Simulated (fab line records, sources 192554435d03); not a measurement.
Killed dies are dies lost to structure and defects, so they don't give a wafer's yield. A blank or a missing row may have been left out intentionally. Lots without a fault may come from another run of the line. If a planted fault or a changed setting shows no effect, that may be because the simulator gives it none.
2 desks, one fault + flow n5Finfet + only its own numbers are on each desk; what lay behind them is given at the end

== TOOL OWNER'S DESK, rieSi-06 ==
The tool's own readings at N5_FIN_SAQP_ETCH_65 (etches SiO2 in CF4, target depth 4 nm, time 4.4 s): means of the sampled wafers that have a number, for each lot that ran on this tool. If a lot's mean is further than 4 standard deviations from the usual mean, the lot is out of limits and carries the mark OUT (the distance appears in the brackets).
Columns: A = chamberPressureMTorr at N5_FIN_SAQP_ETCH_65, usual 10.000 mTorr; B = drypumpMotorCurrentA at N5_FIN_SAQP_ETCH_65, usual 5.6 A; C = heBacksideLeakSccm at N5_FIN_SAQP_ETCH_65, usual 2.7 sccm; D = oesProductAu at N5_FIN_SAQP_ETCH_65, usual 0.994 a.u.; E = rfFwdPowerW at N5_FIN_SAQP_ETCH_65, usual 791 W; F = throttleValvePct at N5_FIN_SAQP_ETCH_65, usual 21.71 %
| lot  | first seen here | A      | B   | C   | D     | E   | F     |
|------|-----------------|--------|-----|-----|-------|-----|-------|
| L727 | day 3 00:02     | 10.007 | 5.6 | 2.7 | 0.989 | 790 | 21.67 |
| L729 | day 3 12:46     | 10.006 | 5.6 | 2.6 | 0.989 | 793 | 21.64 |
| L740 | day 6 09:01     | 9.998  | 6.0 | 2.7 | 1.002 | 792 | 21.63 |
| L744 | day 7 08:07     | 10.003 | 5.3 | 2.6 | 0.992 | 793 | 21.66 |
| L745 | day 7 13:53     | 9.995  | 5.7 | 2.5 | 0.996 | 792 | 21.58 |
| L746 | day 7 18:46     | 9.990  | 5.6 | 2.5 | 0.992 | 793 | 21.63 |
Finding of this desk: none of the 6 lots has anything out of limits.

== METROLOGY DESK ==
Means of the sampled wafers that have a number, per lot and without regard to the tool the lot ran on: this is what the gauges read. If a lot's mean is further than 4 standard deviations from the usual mean, the lot is out of limits and carries the mark OUT (the distance appears in the brackets). It has 11 readings; the 7 that lie furthest out on some lot are the ones shown.
Columns: A = DIBL_P at N5_BEOL_M4_RC_MEAS_101, usual 36.1 mV/V; B = IOFF_P at N5_BEOL_M4_RC_MEAS_101, usual 0.22 nA/um; C = ION_N at N5_BEOL_M4_RC_MEAS_101, usual 672 uA/um; D = ION_P at N5_BEOL_M4_RC_MEAS_101, usual 463 uA/um; E = SS_P at N5_BEOL_M4_RC_MEAS_101, usual 73.2 mV/dec; F = VT_N at N5_BEOL_M4_RC_MEAS_101, usual 250 mV; G = VT_P at N5_BEOL_M4_RC_MEAS_101, usual -250 mV
| lot  | first seen here | A    | B    | C   | D   | E    | F   | G    |
|------|-----------------|------|------|-----|-----|------|-----|------|
| L727 | day 2 23:51     | 33.8 | 0.19 | 664 | 458 | 72.6 | 248 | -250 |
| L729 | day 3 12:36     | 36.1 | 0.19 | 672 | 461 | 72.5 | 252 | -253 |
| L740 | day 6 08:52     | 37.5 | 0.22 | 662 | 461 | 73.0 | 254 | -250 |
| L744 | day 7 07:57     | 34.7 | 0.19 | 667 | 461 | 73.0 | 253 | -249 |
| L745 | day 7 13:41     | 36.6 | 0.19 | 678 | 465 | 72.7 | 251 | -252 |
| L746 | day 7 18:36     | 36.2 | 0.20 | 671 | 465 | 72.6 | 251 | -251 |
Finding of this desk: none of the 6 lots has anything out of limits.

== BROUGHT TOGETHER ==
The tool owner's desk saw nothing out of limits.
Metrology desk: nothing out of limits seen.

== WHAT THE SIMULATOR PUT IN ==
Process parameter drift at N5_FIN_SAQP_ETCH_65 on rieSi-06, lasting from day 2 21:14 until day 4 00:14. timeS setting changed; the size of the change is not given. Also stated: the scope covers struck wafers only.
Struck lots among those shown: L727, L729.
